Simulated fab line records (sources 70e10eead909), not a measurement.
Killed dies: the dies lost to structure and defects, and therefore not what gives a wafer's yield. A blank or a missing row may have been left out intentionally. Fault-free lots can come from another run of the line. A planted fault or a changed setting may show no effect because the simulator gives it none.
Matching of chambers || flow nand harc || 4 sister chambers for NHARC_A_DECK1_JOINT_CMP_02 on cmp-02
The step polishes SiOx. 8 wafers are shown with their chamber, then 12 later ones without.

== EACH WAFER AND ITS CHAMBER ==
{"wafer": "L079.1", "chamber": 0, "motor current A (A)": 9.4}
{"wafer": "L083.5", "chamber": 3, "motor current A (A)": 12.6}
{"wafer": "L085.3", "chamber": 0, "motor current A (A)": 9.6}
{"wafer": "L085.5", "chamber": 3, "motor current A (A)": 12.6}
{"wafer": "L085.6", "chamber": 2, "motor current A (A)": 12.3}
{"wafer": "L086.2", "chamber": 2, "motor current A (A)": 12.3}
{"wafer": "L086.4", "chamber": 1, "motor current A (A)": 12.6}
{"wafer": "L086.5", "chamber": 1, "motor current A (A)": 12.2}

== WAFERS WHOSE CHAMBER IS MISSING ==
{"wafer": "L086.1", "motor current A (A)": 12.6}
{"wafer": "L086.3", "motor current A (A)": 9.4}
{"wafer": "L086.6", "motor current A (A)": 13.0}
{"wafer": "L088.4", "motor current A (A)": 12.2}
{"wafer": "L088.5", "motor current A (A)": 11.5}
{"wafer": "L088.6", "motor current A (A)": 12.6}
{"wafer": "L090.2", "motor current A (A)": 9.0}
{"wafer": "L090.4", "motor current A (A)": 12.6}
{"wafer": "L090.5", "motor current A (A)": 12.6}
{"wafer": "L092.3", "motor current A (A)": 9.0}
{"wafer": "L092.5", "motor current A (A)": 13.5}
{"wafer": "L092.6", "motor current A (A)": 12.2}

== EACH ONE'S CHAMBER ==
{"wafer": "L086.1", "from the rows above": "can't be placed: 3 or 1 or 2", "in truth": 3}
{"wafer": "L086.3", "from the rows above": 0, "in truth": 0}
{"wafer": "L086.6", "from the rows above": "can't be placed: 3 or 1 or 2", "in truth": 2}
{"wafer": "L088.4", "from the rows above": "can't be placed: 2 or 1 or 3", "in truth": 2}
{"wafer": "L088.5", "from the rows above": "can't be placed: 2 or 1 or 3", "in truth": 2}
{"wafer": "L088.6", "from the rows above": "can't be placed: 3 or 1 or 2", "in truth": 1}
{"wafer": "L090.2", "from the rows above": 0, "in truth": 0}
{"wafer": "L090.4", "from the rows above": "can't be placed: 3 or 1 or 2", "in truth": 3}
{"wafer": "L090.5", "from the rows above": "can't be placed: 3 or 1 or 2", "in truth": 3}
{"wafer": "L092.3", "from the rows above": 0, "in truth": 0}
{"wafer": "L092.5", "from the rows above": "can't be placed: 3 or 1 or 2", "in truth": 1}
{"wafer": "L092.6", "from the rows above": "can't be placed: 2 or 1 or 3", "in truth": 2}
Correct placement for 3 of the 12. Unplaceable from these rows: 9, with the true chamber sitting among the candidates in 9. Wrongly placed: 0.
How it was worked out, from the rows above alone: a wafer's distance from a chamber is the root of the sum, over the readings, of the square of ((its reading less the chamber's mean) divided by the reading's scatter). If the next closest chamber is less than 2 further off than the closest, the wafer can't be placed; otherwise it belongs to the closest. The mean given for a chamber averages the wafers shown for that chamber. How the scatter is found: for the shown wafers, subtract from each reading the mean of its chamber, square and add these, divide the total by (wafers less chambers), then take the root.
